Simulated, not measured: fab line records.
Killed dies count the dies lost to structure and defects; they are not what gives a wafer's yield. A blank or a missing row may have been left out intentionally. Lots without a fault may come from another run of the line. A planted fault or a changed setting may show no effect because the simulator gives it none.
Matching of chambers -- flow n5Finfet -- rieSi-04 running N5_PMOS_HMC_CHANNEL_EPI_ETCH_38: 4 sister chambers
The step etches SiO2 in CF4, target depth 1.5 nm. 8 wafers are shown with their chamber, then 7 later ones without.

## WAFERS PAIRED WITH THEIR CHAMBERS
wafer,chamber,throttleValvePct (%),drypumpMotorCurrentA (A)
L728.5,0,21.70,5.5
L729.4,1,21.96,4.8
L730.1,2,21.87,6.1
L733.3,2,21.87,6.0
L733.4,3,21.33,6.1
L733.5,3,21.31,6.2
L736.1,0,21.71,5.5
L736.2,1,21.92,4.8

## WAFERS MISSING THEIR CHAMBER
wafer,throttleValvePct (%),drypumpMotorCurrentA (A)
L736.6,21.92,4.8
L738.1,21.87,6.1
L738.4,21.72,5.5
L738.5,21.70,5.5
L746.3,21.88,6.0
L746.4,21.33,6.1
L746.6,21.86,6.0

## WHICH CHAMBER EACH WENT THROUGH
wafer,from the rows above,in truth
L736.6,1,1
L738.1,2,2
L738.4,0,0
L738.5,0,0
L746.3,2,2
L746.4,3,3
L746.6,2,2
7 of 7 placed correctly. Number that these rows cannot place: 0. Number placed wrongly: 0.
How it was worked out, from the rows above alone: a wafer's distance from a chamber is the root of the sum, over the readings, of the square of ((its reading less the chamber's mean) divided by the reading's scatter). The wafer belongs to the nearest chamber; if the next one is less than 2 further off, it can't be placed. For every chamber, the mean is computed from those of its wafers that are shown. The scatter is the square root of a quotient: the sum, over the shown wafers, of each reading's squared deviation from its chamber's mean, divided by wafers minus chambers.
